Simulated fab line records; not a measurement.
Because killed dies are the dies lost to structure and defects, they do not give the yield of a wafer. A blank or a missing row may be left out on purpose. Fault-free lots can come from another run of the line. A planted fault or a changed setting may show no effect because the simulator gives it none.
Lot-split experiment :: flow n5_finfet :: 21 wafers read across 7 lots, on a route 1938 steps long

## SPLIT DETAILS
At N5_BEOL_M7_HM_DEP_02 (deposits TiN, target thk 20 nm), the setting target_thk_a was moved away from the recipe's 200 angstrom on 8 of the 21 wafers read, by -10.7% to +12.7%. This setting was run at the recipe's value on the other wafers.

The reading is taken at the split's own step.

## THE READING
TiN_of_BEOL_M7_HM_DEP_02.thk_nm (the simulator's own value, which no gauge read), in nm, at N5_BEOL_M7_HM_DEP_02 (deposits TiN, target thk 20 nm). There is no usual value for it anywhere in the file. Here, 13 wafers ran the recipe; their average is 20.1 nm with a standard deviation of 0.24 nm.

wafer: L080.2
tool, chamber at the split: pvd_sputter-01, -
target_thk_a as run, angstrom: 200
against the recipe: recipe
TiN_of_BEOL_M7_HM_DEP_02.thk_nm, nm: 20.4
against lot-mates on the recipe: -

wafer: L080.3
tool, chamber at the split: pvd_sputter-01, -
target_thk_a as run, angstrom: 200
against the recipe: recipe
TiN_of_BEOL_M7_HM_DEP_02.thk_nm, nm: 20.6
against lot-mates on the recipe: -

wafer: L080.4
tool, chamber at the split: pvd_sputter-01, -
target_thk_a as run, angstrom: 216.6
against the recipe: +8.3%
TiN_of_BEOL_M7_HM_DEP_02.thk_nm, nm: 22.2
against lot-mates on the recipe: +1.7

wafer: L085.3
tool, chamber at the split: pvd_sputter-03, -
target_thk_a as run, angstrom: 200
against the recipe: recipe
TiN_of_BEOL_M7_HM_DEP_02.thk_nm, nm: 20.4
against lot-mates on the recipe: -

wafer: L085.5
tool, chamber at the split: pvd_sputter-03, -
target_thk_a as run, angstrom: 200
against the recipe: recipe
TiN_of_BEOL_M7_HM_DEP_02.thk_nm, nm: 20.4
against lot-mates on the recipe: -

wafer: L085.6
tool, chamber at the split: pvd_sputter-03, -
target_thk_a as run, angstrom: 200
against the recipe: recipe
TiN_of_BEOL_M7_HM_DEP_02.thk_nm, nm: 20.2
against lot-mates on the recipe: -

wafer: L088.2
tool, chamber at the split: pvd_sputter-03, -
target_thk_a as run, angstrom: 208.3
against the recipe: +4.2%
TiN_of_BEOL_M7_HM_DEP_02.thk_nm, nm: 20.8
against lot-mates on the recipe: +0.8

wafer: L088.3
tool, chamber at the split: pvd_sputter-03, -
target_thk_a as run, angstrom: 208.3
against the recipe: +4.2%
TiN_of_BEOL_M7_HM_DEP_02.thk_nm, nm: 20.8
against lot-mates on the recipe: +0.8

wafer: L088.5
tool, chamber at the split: pvd_sputter-03, -
target_thk_a as run, angstrom: 200
against the recipe: recipe
TiN_of_BEOL_M7_HM_DEP_02.thk_nm, nm: 20
against lot-mates on the recipe: -

wafer: L089.3
tool, chamber at the split: pvd_sputter-02, -
target_thk_a as run, angstrom: 200
against the recipe: recipe
TiN_of_BEOL_M7_HM_DEP_02.thk_nm, nm: 20
against lot-mates on the recipe: -

wafer: L089.4
tool, chamber at the split: pvd_sputter-02, -
target_thk_a as run, angstrom: 178.6
against the recipe: -10.7%
TiN_of_BEOL_M7_HM_DEP_02.thk_nm, nm: 18.2
against lot-mates on the recipe: -1.8

wafer: L089.6
tool, chamber at the split: pvd_sputter-02, -
target_thk_a as run, angstrom: 178.6
against the recipe: -10.7%
TiN_of_BEOL_M7_HM_DEP_02.thk_nm, nm: 17.8
against lot-mates on the recipe: -2.2

wafer: L091.2
tool, chamber at the split: pvd_sputter-02, -
target_thk_a as run, angstrom: 200
against the recipe: recipe
TiN_of_BEOL_M7_HM_DEP_02.thk_nm, nm: 20
against lot-mates on the recipe: -

wafer: L091.5
tool, chamber at the split: pvd_sputter-02, -
target_thk_a as run, angstrom: 200
against the recipe: recipe
TiN_of_BEOL_M7_HM_DEP_02.thk_nm, nm: 20
against lot-mates on the recipe: -

wafer: L091.6
tool, chamber at the split: pvd_sputter-02, -
target_thk_a as run, angstrom: 200
against the recipe: recipe
TiN_of_BEOL_M7_HM_DEP_02.thk_nm, nm: 20
against lot-mates on the recipe: -

wafer: L090.1
tool, chamber at the split: pvd_sputter-02, -
target_thk_a as run, angstrom: 200
against the recipe: recipe
TiN_of_BEOL_M7_HM_DEP_02.thk_nm, nm: 19.8
against lot-mates on the recipe: -

wafer: L090.5
tool, chamber at the split: pvd_sputter-02, -
target_thk_a as run, angstrom: 200
against the recipe: recipe
TiN_of_BEOL_M7_HM_DEP_02.thk_nm, nm: 19.8
against lot-mates on the recipe: -

wafer: L090.4
tool, chamber at the split: pvd_sputter-02, -
target_thk_a as run, angstrom: 225.4
against the recipe: +12.7%
TiN_of_BEOL_M7_HM_DEP_02.thk_nm, nm: 22
against lot-mates on the recipe: +2.2

wafer: L095.1
tool, chamber at the split: pvd_sputter-03, -
target_thk_a as run, angstrom: 200
against the recipe: recipe
TiN_of_BEOL_M7_HM_DEP_02.thk_nm, nm: 20
against lot-mates on the recipe: -

wafer: L095.2
tool, chamber at the split: pvd_sputter-03, -
target_thk_a as run, angstrom: 214.4
against the recipe: +7.2%
TiN_of_BEOL_M7_HM_DEP_02.thk_nm, nm: 21.2
against lot-mates on the recipe: +1.2

wafer: L095.4
tool, chamber at the split: pvd_sputter-03, -
target_thk_a as run, angstrom: 214.4
against the recipe: +7.2%
TiN_of_BEOL_M7_HM_DEP_02.thk_nm, nm: 21.2
against lot-mates on the recipe: +1.2

FIT RESULTS
A straight line over all 21 wafers: TiN_of_BEOL_M7_HM_DEP_02.thk_nm changes by +0.182 nm for each +1% of target_thk_a; r = +0.96; the points scatter about the line by 0.28 nm.
The same after taking each lot's own level away (the mean of its wafers on the recipe; 21 wafers): +0.182 nm for each +1%; r = +0.99; scatter 0.1 nm.
The reading moves by 2.3 nm for the largest change in target_thk_a, on that fit.
The lots' own levels span 19.80 to 20.50 nm, that is 2.9 times the standard deviation above.
Consequently the slope shifts little with the lot-to-lot level, the two slopes agreeing.
Check: with one of the wafers moved furthest among these (+12.7%) left out of the fit, the line predicts +2.35 nm for it against its lot-mates. Against them it came out at +2.2 nm.

## ADDITIONAL SPLITS CARRIED BY THESE WAFERS
Before the reading, these wafers also passed through other splits. Each is held against what the fit with the lots' levels taken away leaves over:
other split on the same wafers: N5_BEOL_M4_TRENCH_ETCH_37 bias_w
wafers away from the commonest value: 10
r with TiN_of_BEOL_M7_HM_DEP_02.thk_nm (lot level and that fit taken away): +0.08

other split on the same wafers: N5_BEOL_M5_ILD_DEP_00 time_s
wafers away from the commonest value: 5
r with TiN_of_BEOL_M7_HM_DEP_02.thk_nm (lot level and that fit taken away): +0.16

other split on the same wafers: N5_BEOL_M5_COAT_71 spin_rpm
wafers away from the commonest value: 7
r with TiN_of_BEOL_M7_HM_DEP_02.thk_nm (lot level and that fit taken away): -0.05

other split on the same wafers: N5_BEOL_M5_COAT_65 spin_rpm
wafers away from the commonest value: 4
r with TiN_of_BEOL_M7_HM_DEP_02.thk_nm (lot level and that fit taken away): +0.31

other split on the same wafers: N5_BEOL_M5_COAT_74 spin_rpm
wafers away from the commonest value: 9
r with TiN_of_BEOL_M7_HM_DEP_02.thk_nm (lot level and that fit taken away): +0.17

## FILE'S OWN FIT
TiN_of_BEOL_M7_HM_DEP_02.thk_nm changes by +0.182 nm for each +1% of target_thk_a, r = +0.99.
